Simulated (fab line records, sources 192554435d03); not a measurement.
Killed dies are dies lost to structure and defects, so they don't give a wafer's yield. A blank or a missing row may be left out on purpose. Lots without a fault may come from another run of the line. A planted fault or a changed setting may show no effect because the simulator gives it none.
fab line records | flow n5_finfet
record lots=7 wafers=21
route steps=1938 shown BEOL_M15@1779 MIM_TOP_LITHO@1844 PASSIVATION@1910
start_h: hours from the record's first day to the start of the lot's first wafer shown | wait_h: hours since the lot's step before | " the same as in the row above | L1.1+2: a row that stands for several wafers | - no value, or no start given | * or withheld: withheld | < > ~ a bound
route shown NAME@n: a module of which the file shows steps, and the number in the route of the first | usual: mean/standard deviation of fault-free wafers | same: alike in all rows | chamber/n: place in a boat | sites: the reading at each site | _std_site: their standard deviation | _edge_site: outer sites' mean less inner sites' | radius_mm: how far each site lies from the wafer's centre | mask NAME#n: copy n | behind: the tool/chamber that last shaped the wafer | hold: why the lot was held/for how many hours/how that ended | device: the transistor (n, p or np) that didn't switch | end of line: the same wafers' tests at the end of the route | a step without rows: its recipe alone | killed: dies lost to structure and defects at the first sort, not the wafer's yield | map: a wafer's dies, x killed, . not, _ none there
set.NAME: the setting as run; set.NAME@STEP: as run at that earlier step | model.NAME: the simulator's own value behind a step, which no gauge read
lots whose settings were changed on purpose; a table a step, a row a wafer
## steps
# step N5_BEOL_M15_EXPOSE_07
# recipe mask_id=V14 na=0.8 source_shape=annular sigma_inner=0.5 sigma_outer=0.8 polarization=unpolarized attpsm_phase_deg=180 dose_mj=41.25
# columns lot.wafer tool chamber start_h wait_h mask set.dose_mj
L077.1 krf_scanner-01 0 282.19 - V14#0 41.25
L077.2+4 " 0 " " V14#0 38.35
L082.1+4+5 krf_scanner-01 0 323.26 - V14#0 41.25
L086.2+5+6 krf_scanner-02 0 333.34 - V14#0 41.25
L085.1+4 krf_scanner-02 0 336.41 - V14#0 39.07
L085.3 " 0 " " V14#0 41.25
L089.1+3+4 krf_scanner-01 0 360.58 - V14#0 41.25
L092.2 krf_scanner-02 0 384.67 - V14#0 41.25
L092.4+6 " 0 " " V14#0 43.36
L094.3 krf_scanner-01 0 397.41 - V14#0 39.95
L094.5+6 " 0 " " V14#0 41.25
# step N5_BEOL_M15_PEB_08
# recipe peb_temp_c=130 peb_time_s=90
# step N5_BEOL_M15_DEVELOP_09
# recipe develop_time_s=45 rinse_liquid=diw dry=air_spin dev_temp_c=21
# step N5_BEOL_M15_HARDBAKE_14
# recipe temp_c=130 time_s=120
# step N5_BEOL_M15_CD_MEAS_10
# recipe target_cd_nm=360 landing_energy_ev=500 detector=se_inlens polarity=opening
# usual cd_nm=360.0/1.3
# columns lot.wafer tool chamber start_h wait_h set.dose_mj@BEOL_M15_EXPOSE_07 cd_nm
L077.1 cd_sem-03 0 282.36 - 41.25 361.1
L077.2 " 0 " " 38.35 348.6
L077.4 " 0 " " 38.35 347.7
L082.1 cd_sem-02 0 323.43 - 41.25 360.8
L082.4 " 0 " " 41.25 358.6
L082.5 " 0 " " 41.25 359.0
L086.2 cd_sem-03 0 333.50 - 41.25 358.4
L086.5 " 0 " " 41.25 359.0
L086.6 " 0 " " 41.25 358.1
L085.1 cd_sem-02 0 336.58 - 39.07 351.9
L085.3 " 0 " " 41.25 360.2
L085.4 " 0 " " 39.07 352.5
L089.1 cd_sem-03 0 360.75 - 41.25 361.0
L089.3 " 0 " " 41.25 361.1
L089.4 " 0 " " 41.25 362.2
L092.2 cd_sem-03 0 384.84 - 41.25 358.9
L092.4 " 0 " " 43.36 367.3
L092.6 " 0 " " 43.36 366.0
L094.3 cd_sem-01 0 397.58 - 39.95 352.1
L094.5 " 0 " " 41.25 358.3
L094.6 " 0 " " 41.25 357.3
# step N5_BEOL_M15_DESCUM_15
# recipe chemistry=O2 time_s=7.9 source_power_w=50 bias_power_w=20 pressure_mtorr=20 rf_frequency_hz=2.712e+07 temp_c=40 o2_flow_sccm=225
# step N5_BEOL_M15_ETCH_59
# recipe chemistry=N2/H2 target=BARC target_depth_a=890 overetch_a=267 time_s=67.9 ion_energy_ev=200 pressure_mtorr=30 source_w=840 bias_w=150 n2_flow_sccm=200 h2_flow_sccm=200
# columns lot.wafer tool chamber start_h wait_h set.spin_rpm@BEOL_M15_COAT_04 model.coat_of_BEOL_M15_COAT_04.thk_nm
L077.1 rie_diel-02 1 282.49 0.0 1883 675.2
L077.2 " 3 " " 1704 720.6
L077.4 " 2 " " 1704 718
L082.1 rie_diel-04 3 323.56 0.0 1644 732.8
L082.4 " 1 " " 1644 733.4
L082.5 " 0 " " 1704 723.6
L086.2 rie_diel-02 1 333.63 0.0 1704 714.8
L086.5 " 2 " " 1704 717
L086.6 " 0 " " 1704 714.4
L085.1 rie_diel-02 1 336.71 0.0 1845 680.2
L085.3 " 2 " " 1704 714
L085.4 " 1 " " 1704 712.8
L089.1 rie_diel-04 0 360.88 0.0 1704 716
L089.3 " 3 " " 1704 715
L089.4 " 2 " " 1704 714
L092.2 rie_diel-02 3 385.12 0.0 1704 716.4
L092.4 " 3 " " 1820 691
L092.6 " 1 " " 1704 716.6
L094.3 rie_diel-04 2 397.70 0.0 1577 751.6
L094.5 " 2 " " 1577 749.6
L094.6 " 3 " " 1704 716.6
# step N5_BEOL_M15_VIA_ETCH_16
# recipe chemistry=C4F8/O2/Ar target=SiO2 he_inner_torr=15 he_outer_torr=30 target_depth_a=17922 time_s=withheld ion_energy_ev=800 pressure_mtorr=20 source_w=1905 bias_w=2040 Ar_flow_sccm=400 C4F8_flow_sccm=16 O2_flow_sccm=12 ends=cleared
# columns lot.wafer tool chamber start_h wait_h set.temp_c@BEOL_M15_ILD_DEP_00 model.etch.depth_nm
L077.1 rie_diel-02 1 282.54 0.0 394.9 1674
L077.2 " 3 " " 400 1577
L077.4 " 2 " " 394.9 1698
L082.1 rie_diel-04 3 323.61 0.0 394.2 1696
L082.4 " 1 " " 400 1611
L082.5 " 0 " " 400 1641
L086.2 rie_diel-02 1 333.68 0.0 400 1621
L086.5 " 2 " " 394.3 1695
L086.6 " 0 " " 394.3 1685
L085.1 rie_diel-02 1 336.76 0.0 404.6 1572
L085.3 " 2 " " 400 1629
L085.4 " 1 " " 404.6 1602
L089.1 rie_diel-04 0 360.93 0.0 400 1622
L089.3 " 3 " " 400 1607
L089.4 " 2 " " 400 1657
L092.2 rie_diel-02 3 385.17 0.0 400 1611
L092.4 " 3 " " 393.6 1722
L092.6 " 1 " " 393.6 1716
L094.3 rie_diel-04 2 397.75 0.0 400 1648
L094.5 " 2 " " 400 1621
L094.6 " 3 " " 400 1631
# step N5_BEOL_M15_STRIP_63
# recipe chemistry=O2 power_w=600 temp_c=60 pressure_mtorr=30 rf_frequency_hz=6e+07 bias_power_w=0 overash_fraction=0.3 o2_flow_sccm=225
# step N5_BEOL_M15_STRIP_64
# recipe chemistry=O2 power_w=600 temp_c=60 pressure_mtorr=30 rf_frequency_hz=6e+07 bias_power_w=0 overash_fraction=0.3 o2_flow_sccm=225
# step N5_BEOL_M15_STRIP_65
# recipe chemistry=post_etch_residue_remover time_s=60 temp_c=25 remover_ph=withheld remover_water_wt_pct=withheld remover_fluoride_wt_pct=withheld
# step N5_BEOL_M15_SRD_66
# recipe time_s=30 temp_c=23 rinse_liquid=diw dry=n2_spin spin_rpm=1500 dry_time_s=30
# step N5_BEOL_M15_CD_MEAS_17
# recipe target_cd_nm=360 polarity=opening
# usual cd_nm=361.2/1.6
# columns lot.wafer tool chamber start_h wait_h set.dose_mj@BEOL_M15_EXPOSE_07 cd_nm
L077.1 cd_sem-01 - 282.95 0.0 41.25 363.3
L077.2 " - " " 38.35 350.2
L077.4 " - " " 38.35 349.3
L082.1 cd_sem-01 - 324.02 0.0 41.25 363.1
L082.4 " - " " 41.25 360.6
L082.5 " - " " 41.25 359.5
L086.2 cd_sem-03 - 334.58 0.0 41.25 360.0
L086.5 " - " " 41.25 360.6
L086.6 " - " " 41.25 360.7
L085.1 cd_sem-03 - 337.18 0.0 39.07 351.8
L085.3 " - " " 41.25 361.0
L085.4 " - " " 39.07 352.8
L089.1 cd_sem-02 - 361.35 0.0 41.25 362.3
L089.3 " - " " 41.25 362.4
L089.4 " - " " 41.25 363.8
L092.2 cd_sem-01 - 385.58 0.0 41.25 359.3
L092.4 " - " " 43.36 369.2
L092.6 " - " " 43.36 368.8
L094.3 cd_sem-02 - 398.20 0.0 39.95 353.5
L094.5 " - " " 41.25 359.8
L094.6 " - " " 41.25 359.1
# step N5_BEOL_M15_COAT_56
# recipe resist=SOC temp_c=250 time_s=60 spin_rpm=1500 resist_thk_nm=550
# step N5_BEOL_M15_ETCH_57
# recipe chemistry=N2/H2 target=SOC source_w=3000 bias_w=350 time_s=750 ion_energy_ev=200 pressure_mtorr=30 n2_flow_sccm=200 h2_flow_sccm=200
# step N5_BEOL_M15_STRIP_62
# recipe chemistry=O2 power_w=600 temp_c=60 pressure_mtorr=30 rf_frequency_hz=6e+07 bias_power_w=0 overash_fraction=0.3 o2_flow_sccm=225
# step N5_BEOL_M15_STRIP_37
# recipe chemistry=O2 power_w=600 temp_c=60 pressure_mtorr=30 rf_frequency_hz=6e+07 bias_power_w=0 overash_fraction=0.3 o2_flow_sccm=225
# step N5_BEOL_M15_ETCH_38
# recipe chemistry=CF4/N2 target=SiCN target_depth_a=1064 taper_deg=2 time_s=120.5 ion_energy_ev=150 mask_material=SiO2 pressure_mtorr=40 source_w=430 bias_w=70 Ar_flow_sccm=100 cf4_flow_sccm=60 n2_flow_sccm=60
# columns lot.wafer tool chamber start_h wait_h set.temp_c@BEOL_M15_ILD_DEP_00 model.SiO2_of_BEOL_M15_ILD_DEP_00.thk_nm
L077.1 rie_diel-02 0 - - 394.9 1611
L077.2 " 1 " " 400 1513
L077.4 " 3 " " 394.9 1636
L082.1 rie_diel-02 1 - - 394.2 1631
L082.4 " 1 " " 400 1546
L082.5 " 0 " " 400 1575
L086.2 rie_diel-02 1 - - 400 1555
L086.5 " 0 " " 394.3 1629
L086.6 " 1 " " 394.3 1621
L085.1 rie_diel-01 0 - - 404.6 1508
L085.3 " 2 " " 400 1563
L085.4 " 2 " " 404.6 1536
L089.1 rie_diel-01 0 - - 400 1559
L089.3 " 2 " " 400 1541
L089.4 " 3 " " 400 1592
L092.2 rie_diel-04 0 - - 400 1546
L092.4 " 1 " " 393.6 1657
L092.6 " 2 " " 393.6 1653
L094.3 rie_diel-02 3 - - 400 1585
L094.5 " 3 " " 400 1557
L094.6 " 0 " " 400 1566
# step N5_MIM_TOP_LITHO_PEB_06
# recipe peb_temp_c=withheld peb_time_s=*
# columns lot.wafer tool chamber start_h wait_h set.peb_time_s
L077.1+2 litho_track-02 0 293.09 0.1 *
L077.4 " 0 " " *
L082.1+4 litho_track-02 0 331.63 0.1 *
L082.5 " 0 " " *
L086.2+5+6 litho_track-03 0 343.72 0.0 *
L085.1+4 litho_track-04 0 343.76 0.1 *
L085.3 " 0 " " *
L089.1+3+4 litho_track-04 0 369.21 0.1 *
L092.2+4 litho_track-02 0 399.44 0.0 *
L092.6 " 0 " " *
L094.3 litho_track-02 0 407.33 0.0 *
L094.5+6 " 0 " " *
# step N5_MIM_TOP_LITHO_DEVELOP_07
# recipe develop_time_s=60 rinse_liquid=diw dry=air_spin dev_temp_c=21
# step N5_MIM_TOP_LITHO_HARDBAKE_09
# recipe temp_c=130 time_s=120
# step N5_MIM_TOP_LITHO_CD_MEAS_08
# recipe target_cd_nm=2000 landing_energy_ev=500 detector=se_inlens
# usual cd_nm=1999.9/1.2
# columns lot.wafer tool chamber start_h wait_h set.peb_time_s@MIM_TOP_LITHO_PEB_06 cd_nm
L077.1 cd_sem-02 0 293.21 - * 1997.5
L077.2 " 0 " " * 1997.9
L077.4 " 0 " " * 1994.3
L082.1 cd_sem-03 0 331.75 - * 2001.1
L082.4 " 0 " " * 2000.3
L082.5 " 0 " " * 2002.6
L086.2 cd_sem-02 0 343.84 - * 2000.4
L086.5 " 0 " " * 2001.5
L086.6 " 0 " " * 1999.5
L085.1 cd_sem-01 0 343.88 - * 1996.5
L085.3 " 0 " " * 2000.7
L085.4 " 0 " " * 1996.5
L089.1 cd_sem-03 0 369.33 - * 1999.6
L089.3 " 0 " " * 2001.1
L089.4 " 0 " " * 2000.4
L092.2 cd_sem-02 0 399.56 - * 2001.5
L092.4 " 0 " " * 2000.9
L092.6 " 0 " " * 1998.9
L094.3 cd_sem-03 0 407.45 - * 1994.2
L094.5 " 0 " " * 1998.2
L094.6 " 0 " " * 1997.5
# step N5_PASSIVATION_ETCH_59
# recipe chemistry=Cl2/BCl3 target=TaN target_depth_a=650 time_s=34.9 ion_energy_ev=100 pressure_mtorr=10 icp_w=900 bias_w=100 Cl2_flow_sccm=60 bcl3_flow_sccm=30
# columns lot.wafer tool chamber start_h wait_h set.time_s model.etch.depth_nm
L077.1 rie_metal-02 0 298.08 0.3 34.9 65.84
L077.2 " 1 " " 27.33 52.16
L077.4 " 0 " " 34.9 65.72
L082.1 rie_metal-03 0 340.15 0.3 34.9 65.26
L082.4 " 0 " " 37.28 69.29
L082.5 " 0 " " 34.9 64.92
L085.1 rie_metal-03 1 350.05 0.3 34.9 63.97
L085.3 " 1 " " 34.9 64.01
L085.4 " 0 " " 39.86 73.85
L086.2 rie_metal-01 1 350.11 0.3 34.9 63.78
L086.5 " 0 " " 34.9 66.06
L086.6 " 1 " " 42.17 77.37
L089.1 rie_metal-02 1 374.66 0.3 34.9 66.59
L089.3 " 0 " " 34.9 65.68
L089.4 " 1 " " 34.9 66.7
L092.2 rie_metal-01 1 407.34 0.3 34.9 63.74
L092.4 " 1 " " 37.92 69.07
L092.6 " 1 " " 37.92 69.19
L094.3 rie_metal-01 0 413.34 0.2 34.9 66.33
L094.5 " 1 " " 34.9 64.45
L094.6 " 0 " " 34.9 65.46
## key
split step=N5_BEOL_M15_EXPOSE_07 setting=dose_mj stated=41.25 by=wafer
response step=N5_BEOL_M15_CD_MEAS_10 reading=cd_nm change=+1.69 per=1% r=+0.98
response step=N5_BEOL_M15_CD_MEAS_17 reading=cd_nm change=+1.85 per=1% r=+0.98
split step=N5_MIM_TOP_LITHO_PEB_06 setting=peb_time_s stated=* by=wafer
response step=N5_MIM_TOP_LITHO_CD_MEAS_08 reading=cd_nm change=-0.197 per=1% r=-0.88
split step=N5_PASSIVATION_ETCH_59 setting=time_s stated=34.9 by=wafer
response step=N5_PASSIVATION_ETCH_59 reading=model.etch.depth_nm change=+0.627 per=1% r=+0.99
split outside_this_file step=N5_BEOL_M15_ILD_DEP_00 setting=temp_c
split outside_this_file step=N5_BEOL_M15_COAT_04 setting=spin_rpm
# split outside_this_file: this setting was split too, and the file shows its column; the key of that split is in another file
